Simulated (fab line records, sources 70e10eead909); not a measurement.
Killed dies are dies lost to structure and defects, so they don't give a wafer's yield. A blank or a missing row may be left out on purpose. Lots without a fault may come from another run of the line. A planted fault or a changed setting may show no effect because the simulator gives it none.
Chamber matching | flow nand_harc | NHARC_A_STAIRCASE_CMP_472 on cmp-02: 4 sister chambers
The step polishes SiO2. 20 wafers are shown with their chamber, then 10 later ones without.

WAFERS WITH THEIR CHAMBER
wafer  | chamber | motor_current_A (A) | retaining_ring_pressure_frac
L076.2 | 0       | 13.2                | 1.004
L076.3 | 3       | 10.4                | 1.010
L076.6 | 2       | 10.3                | 0.990
L079.1 | 0       | 13.4                | 0.995
L079.3 | 3       | 10.7                | 0.995
L079.5 | 0       | 13.8                | 1.003
L080.1 | 2       | 10.4                | 0.989
L080.2 | 0       | 13.3                | 1.003
L080.3 | 3       | 10.8                | 1.004
L081.1 | 3       | 10.5                | 1.000
L081.3 | 1       | 12.2                | 0.995
L081.6 | 1       | 11.1                | 0.999
L083.2 | 1       | 11.7                | 0.993
L083.4 | 0       | 13.1                | 1.000
L083.5 | 1       | 11.3                | 1.001
L085.2 | 2       | 10.5                | 1.001
L085.3 | 1       | 11.8                | 0.995
L085.4 | 3       | 10.1                | 1.002
L089.1 | 3       | 10.6                | 1.000
L089.2 | 0       | 13.9                | 1.001

SIGNATURES (means of the wafers above)
reading                      | chamber 0 | chamber 1 | chamber 2 | chamber 3 | scatter within a chamber
motor_current_A              | 13.450    | 11.620    | 10.400    | 10.517    | 0.317
retaining_ring_pressure_frac | 1.00100   | 0.99660   | 0.99333   | 1.00183   | 0.00441
Rule: a wafer's distance from a chamber is the root of the sum, over the readings, of the square of ((its reading less the chamber's mean) divided by the reading's scatter). The wafer belongs to the nearest chamber; if the next one is less than 2 further off, it can't be placed. The scatter: the root of (the sum of the squares of (reading less its chamber's mean) over the shown wafers, divided by (wafers less chambers)).

WAFERS WITHOUT THEIR CHAMBER
wafer  | motor_current_A (A) | retaining_ring_pressure_frac
L089.5 | 13.2                | 1.000
L088.1 | 13.0                | 1.003
L088.2 | 11.8                | 1.017
L088.3 | 11.2                | 0.999
L091.1 | 11.3                | 0.994
L091.3 | 14.1                | 1.010
L091.5 | 14.2                | 1.001
L094.3 | 10.2                | 0.994
L094.4 | 11.5                | 1.001
L094.6 | 10.0                | 1.001

WHICH CHAMBER EACH WENT THROUGH
wafer  | from the rows above          | in truth
L089.5 | 0                            | 0
L088.1 | 0                            | 0
L088.2 | can't be placed: 1 or 3 or 0 | 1
L088.3 | can't be placed: 1 or 3 or 2 | 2
L091.1 | can't be placed: 1 or 2 or 3 | 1
L091.3 | 0                            | 0
L091.5 | 0                            | 0
L094.3 | can't be placed: 2 or 3      | 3
L094.4 | 1                            | 1
L094.6 | can't be placed: 3 or 2      | 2
Placed correctly: 5 of 10. Can't be placed from these rows: 5 (the true chamber is among the candidates in 5). Placed wrongly: 0.
